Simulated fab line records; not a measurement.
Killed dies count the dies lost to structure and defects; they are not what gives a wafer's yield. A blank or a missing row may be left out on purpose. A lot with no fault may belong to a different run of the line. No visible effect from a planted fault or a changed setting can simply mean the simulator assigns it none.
Struck lot and sound lot, side by side || flow n5_finfet || 14 out of 1938 route steps
Sound: wafers L548.1, L548.3, L548.5. Struck: wafer L553.3; the same lot's L553.6 was not struck, so it is left out; see the end for the cause.
Each step with rows lists, per side, the tool, then ch with its chambers, then its first start. Under that, the readings that differ: sound wafers || struck wafers || difference of the means || sigmas: that difference in standard deviations of wafers without a fault.
alike: same words and numbers on both sides, and readings whose means sit less than 2 such deviations apart. not compared: any withheld reading, any reading some wafer has no value for, any bound like >300 that may hide the same value, and any number with overlapping values for which the record gives no deviation.
A row with sigmas, a row that says differs or no value, or rows on one side alone: a step with any of these is where the two part. Non-overlapping numbers with no deviation appear without sigmas and do not part them. Lack of a reading on every wafer of one side parts them only where that side has two or more wafers.

N5_BEOL_M5_STRIP_91: strips in N2/H2, time 10 s.
  sound: rie_diel-05 ch 0,1,2; struck: rie_diel-02 ch 0
  alike: drypump_motor_current_A, oes_product_au, rf_vpp_V, showerhead_plenum_p_Torr, throttle_valve_pct
  not compared: rf_hours_counter_h
N5_BEOL_M5_OCD_MEAS_38:
  sound on ocd-01 at day 9 22:35; struck on ocd-02 at day 10 19:13
  alike: trench_depth_nm
then, 4 steps without rows for these wafers: N5_BEOL_M5_HM_STRIP_39 (strips TiN in peroxide tin strip, target depth 25 nm, time 158 s); N5_BEOL_M5_SRD_40 (time 30 s); N5_BEOL_M5_PRECLEAN_42 (cleans in residue remover, time 60 s); N5_BEOL_M5_SRD_43 (time 30 s).
N5_BEOL_M5_CD_MEAS_35: target cd 28 nm, target cd y 24 nm.
  sound on cd_sem-01 at day 9 22:44; struck on cd_sem-01 at day 10 19:22
  alike: cd_nm
N5_BEOL_M5_CURE_80: cures SiCOH lowk, time 120 s.
  sound on uv_cure-01 ch 1, day 9 22:47; struck on uv_cure-03 ch 1, day 10 19:36
  alike: lamp_power_pct, wafer_temp_C_max
N5_BEOL_M5_DEGAS_44: time 60 s.
  sound on pvd_sputter-03 at day 9 23:09; struck on pvd_sputter-02 at day 10 20:11
  alike: heater_power_w
N5_BEOL_M5_PRE_CLEAN_45: time 30 s.
  sound on pvd_sputter-03 at day 9 23:11; struck on pvd_sputter-02 at day 10 20:14
  alike: heater_power_w
then, 1 step without rows for these wafers: N5_BEOL_M5_ALD_86 (deposits TaN, pulse time 2 s, purge time 3 s, co reactant purge time 2 s).
N5_BEOL_M5_SURFACE_TREAT_87:
  sound on pvd_sputter-01 at day 9 23:43; struck on pvd_sputter-02 at day 10 20:34
  not compared: throttle_valve_pct
N5_BEOL_M5_CVD_47: deposits Co from CCTBA/H2, target thk 3 nm, time 216 s.
  sound on cvd_co-01 ch 0,1,2, day 9 23:49; struck on cvd_co-01 ch 0, day 10 20:38
{"reading": "run_length_s (s)", "sound": "239.3 238.3 238.9", "struck": 241.8, "difference": "+3.0", "sigmas": "+7"}
then, 1 step without rows for these wafers: N5_BEOL_M5_SPUTTER_48 (material Cu, target thk 15 nm, time 27.62 s).

== WHERE THEY PART ==
Within this record, at N5_BEOL_M5_CVD_47 only.

WHY: whatever the simulator had introduced
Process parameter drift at N5_BEOL_M5_CVD_47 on cvd_co-01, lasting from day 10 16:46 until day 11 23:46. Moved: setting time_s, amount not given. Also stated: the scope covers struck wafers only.
